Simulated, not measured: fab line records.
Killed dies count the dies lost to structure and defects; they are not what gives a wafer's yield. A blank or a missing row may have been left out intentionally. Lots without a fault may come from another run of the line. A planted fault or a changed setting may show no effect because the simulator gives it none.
Matching of chambers || flow nand_harc || 3 sister chambers for NHARC_P_CONTACT_ETCH_31 on rie_diel-11
The step etches the open film in CH3F/O2, target depth 30 nm, time 85.7 s. 16 wafers are shown with their chamber, then 5 later ones without.

== WAFERS WITH THEIR CHAMBER ==
{"wafer": "L136.2", "chamber": 3, "drypump_motor_current_A (A)": 5.3, "throttle_valve_pct (%)": 20.678, "rf_vpp_V (V)": 247.3}
{"wafer": "L136.5", "chamber": 3, "drypump_motor_current_A (A)": 5.4, "throttle_valve_pct (%)": 20.676, "rf_vpp_V (V)": 245.2}
{"wafer": "L136.6", "chamber": 0, "drypump_motor_current_A (A)": 5.9, "throttle_valve_pct (%)": 20.661, "rf_vpp_V (V)": 246.7}
{"wafer": "L138.1", "chamber": 0, "drypump_motor_current_A (A)": 5.9, "throttle_valve_pct (%)": 20.661, "rf_vpp_V (V)": 245.8}
{"wafer": "L138.2", "chamber": 3, "drypump_motor_current_A (A)": 5.3, "throttle_valve_pct (%)": 20.664, "rf_vpp_V (V)": 245.9}
{"wafer": "L138.5", "chamber": 1, "drypump_motor_current_A (A)": 5.3, "throttle_valve_pct (%)": 20.659, "rf_vpp_V (V)": 246.7}
{"wafer": "L141.2", "chamber": 0, "drypump_motor_current_A (A)": 5.9, "throttle_valve_pct (%)": 20.661, "rf_vpp_V (V)": 245.3}
{"wafer": "L141.5", "chamber": 0, "drypump_motor_current_A (A)": 5.9, "throttle_valve_pct (%)": 20.666, "rf_vpp_V (V)": 243.6}
{"wafer": "L141.6", "chamber": 3, "drypump_motor_current_A (A)": 5.3, "throttle_valve_pct (%)": 20.669, "rf_vpp_V (V)": 245.9}
{"wafer": "L151.3", "chamber": 0, "drypump_motor_current_A (A)": 5.9, "throttle_valve_pct (%)": 20.662, "rf_vpp_V (V)": 246.9}
{"wafer": "L151.4", "chamber": 3, "drypump_motor_current_A (A)": 5.3, "throttle_valve_pct (%)": 20.650, "rf_vpp_V (V)": 245.9}
{"wafer": "L151.6", "chamber": 0, "drypump_motor_current_A (A)": 5.9, "throttle_valve_pct (%)": 20.642, "rf_vpp_V (V)": 246.4}
{"wafer": "L153.2", "chamber": 1, "drypump_motor_current_A (A)": 5.3, "throttle_valve_pct (%)": 20.663, "rf_vpp_V (V)": 246.4}
{"wafer": "L153.3", "chamber": 0, "drypump_motor_current_A (A)": 5.9, "throttle_valve_pct (%)": 20.664, "rf_vpp_V (V)": 246.0}
{"wafer": "L153.5", "chamber": 0, "drypump_motor_current_A (A)": 5.9, "throttle_valve_pct (%)": 20.645, "rf_vpp_V (V)": 244.9}
{"wafer": "L155.1", "chamber": 3, "drypump_motor_current_A (A)": 5.4, "throttle_valve_pct (%)": 20.666, "rf_vpp_V (V)": 246.9}

SIGNATURES (means of the wafers above)
{"reading": "drypump_motor_current_A", "chamber 0": 5.900, "chamber 1": 5.300, "chamber 3": 5.333, "scatter within a chamber": 0.032}
{"reading": "throttle_valve_pct", "chamber 0": 20.65775, "chamber 1": 20.66100, "chamber 3": 20.66717, "scatter within a chamber": 0.00912}
{"reading": "rf_vpp_V", "chamber 0": 245.700, "chamber 1": 246.550, "chamber 3": 246.183, "scatter within a chamber": 0.93}
Rule: a wafer lies at a distance from a chamber equal to the root of the sum of squares, over the readings, of (its reading less the chamber's mean, divided by the reading's scatter). The wafer belongs to the nearest chamber; if the next one is less than 2 further off, it can't be placed. How the scatter is found: for the shown wafers, subtract from each reading the mean of its chamber, square and add these, divide the total by (wafers less chambers), then take the root.

== WAFERS WITH NO CHAMBER GIVEN ==
{"wafer": "L155.2", "drypump_motor_current_A (A)": 5.3, "throttle_valve_pct (%)": 20.648, "rf_vpp_V (V)": 245.7}
{"wafer": "L155.6", "drypump_motor_current_A (A)": 5.3, "throttle_valve_pct (%)": 20.640, "rf_vpp_V (V)": 246.5}
{"wafer": "L157.3", "drypump_motor_current_A (A)": 5.9, "throttle_valve_pct (%)": 20.653, "rf_vpp_V (V)": 246.2}
{"wafer": "L159.2", "drypump_motor_current_A (A)": 5.3, "throttle_valve_pct (%)": 20.671, "rf_vpp_V (V)": 246.5}
{"wafer": "L159.4", "drypump_motor_current_A (A)": 5.9, "throttle_valve_pct (%)": 20.664, "rf_vpp_V (V)": 244.8}

== THE CHAMBER EACH PASSED THROUGH ==
{"wafer": "L155.2", "from the rows above": "can't be placed: 1 or 3", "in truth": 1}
{"wafer": "L155.6", "from the rows above": "can't be placed: 1 or 3", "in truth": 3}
{"wafer": "L157.3", "from the rows above": 0, "in truth": 0}
{"wafer": "L159.2", "from the rows above": "can't be placed: 1 or 3", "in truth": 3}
{"wafer": "L159.4", "from the rows above": 0, "in truth": 0}
Placed correctly: 2 of 5. From these rows, 3 cannot be placed; in 3 the true chamber is one of the candidates. Wrongly placed: 0.
